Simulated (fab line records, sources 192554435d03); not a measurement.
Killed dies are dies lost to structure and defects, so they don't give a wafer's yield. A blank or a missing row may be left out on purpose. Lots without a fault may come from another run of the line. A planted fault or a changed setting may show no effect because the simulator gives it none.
Split-lot experiment | flow n5_finfet | 7 lots, 21 wafers read, on a route of 1938 steps

THE SPLIT
At N5_SD_EPI_N_EPI_21 (deposits Si:P, time 690 s), the setting temp_c was moved away from the recipe's 680 C on 5 of the 21 wafers read, by -0.7% to +0.5%. The other wafers ran this setting at the recipe's value.

The reading is taken at the split's own step.

THE READING
Si-P_of_SD_EPI_N_EPI_21.thk_nm (the simulator's own value, which no gauge read), in nm, at N5_SD_EPI_N_EPI_21 (deposits Si:P, time 690 s). The file gives no usual value for it. The 16 wafers here that ran the recipe average 59.1 nm, standard deviation 0.53 nm.

wafer  | tool, chamber at the split | temp_c as run, C | against the recipe | Si-P_of_SD_EPI_N_EPI_21.thk_nm, nm | against lot-mates on the recipe
L074.3 | epi_rpcvd-03, 0            | 680              | recipe             | 58.4                               | -
L074.5 | epi_rpcvd-03, 0            | 680              | recipe             | 58.4                               | -
L074.4 | epi_rpcvd-03, 0            | 680              | recipe             | 58.6                               | -
L075.1 | epi_rpcvd-03, 0            | 680              | recipe             | 60                                 | -
L075.2 | epi_rpcvd-03, 0            | 680              | recipe             | 59.6                               | -
L075.3 | epi_rpcvd-03, 0            | 675.3            | -0.7%              | 55.6                               | -4.2
L082.2 | epi_rpcvd-01, 0            | 678.4            | -0.2%              | 57.8                               | -1.9
L082.4 | epi_rpcvd-01, 0            | 680              | recipe             | 59.4                               | -
L082.6 | epi_rpcvd-01, 0            | 680              | recipe             | 60                                 | -
L089.1 | epi_rpcvd-01, 0            | 680              | recipe             | 58.8                               | -
L089.4 | epi_rpcvd-01, 0            | 680              | recipe             | 58.8                               | -
L089.3 | epi_rpcvd-01, 0            | 675.8            | -0.6%              | 55                                 | -3.8
L093.3 | epi_rpcvd-04, 0            | 683.5            | +0.5%              | 63.4                               | +3.8
L093.4 | epi_rpcvd-04, 0            | 680              | recipe             | 59.6                               | -
L093.6 | epi_rpcvd-04, 0            | 683.5            | +0.5%              | 62.2                               | +2.6
L094.2 | epi_rpcvd-03, 0            | 680              | recipe             | 59.4                               | -
L094.3 | epi_rpcvd-03, 0            | 680              | recipe             | 59.2                               | -
L094.4 | epi_rpcvd-03, 0            | 680              | recipe             | 58.2                               | -
L096.2 | epi_rpcvd-04, 0            | 680              | recipe             | 59                                 | -
L096.4 | epi_rpcvd-04, 0            | 680              | recipe             | 59.2                               | -
L096.5 | epi_rpcvd-04, 0            | 680              | recipe             | 59.2                               | -

THE FIT
A straight line over all 21 wafers: Si-P_of_SD_EPI_N_EPI_21.thk_nm changes by +6.31 nm for each +1% of temp_c; r = +0.95; the points scatter about the line by 0.58 nm.
The same after taking each lot's own level away (the mean of its wafers on the recipe; 21 wafers): +6.22 nm for each +1%; r = +0.98; scatter 0.33 nm.
On that fit, the largest move of temp_c shifts the reading by 4.3 nm.
The lots' own levels span 58.47 to 59.80 nm, that is 2.5 times the standard deviation above.
So the lot-to-lot level changes the slope little: the two slopes agree.
Check: with one of the wafers moved furthest among these (-0.7%) left out of the fit, the line predicts -4.38 nm for it against its lot-mates. It came out at -4.2 nm against them.

OTHER SPLITS ON THESE WAFERS
These wafers also went through other splits before the reading. Each is held against what the fit with the lots' levels taken away leaves over:
other split on the same wafers          | wafers away from the commonest value | r with Si-P_of_SD_EPI_N_EPI_21.thk_nm (lot level and that fit taken away)
N5_ZERO_LAYER_COAT_05 spin_rpm          | 9                                    | +0.12
N5_ZERO_LAYER_DEVELOP_10 develop_time_s | 7                                    | -0.21
N5_FIN_SAQP_ALD_61 temp_c               | 7                                    | +0.08
N5_FIN_SAQP_COAT_49 spin_rpm            | 9                                    | +0.09
N5_FIN_SAQP_COAT_68 spin_rpm            | 11                                   | +0.13
N5_DUMMY_GATE_COAT_28 spin_rpm          | 5                                    | +0.23
N5_DUMMY_GATE_DESCUM_20 time_s          | 9                                    | +0.14

THE WHOLE CHAIN: every reading that the file lists as answering this split, in the file's order
step                    | what it does              | reading                                                                         | change (the file's fit)              | r (the file's)
N5_SD_EPI_N_EPI_21      | deposits Si:P, time 690 s | Si-P_of_SD_EPI_N_EPI_21.thk_nm (the simulator's own value, which no gauge read) | +6.23 nm for each +1% of the setting | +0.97
N5_SD_EPI_N_EPI_MEAS_23 |                           | thk_nm                                                                          | withheld for each +1% of the setting | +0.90

THE FILE'S OWN FIT
Si-P_of_SD_EPI_N_EPI_21.thk_nm changes by +6.23 nm for each +1% of temp_c, r = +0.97.
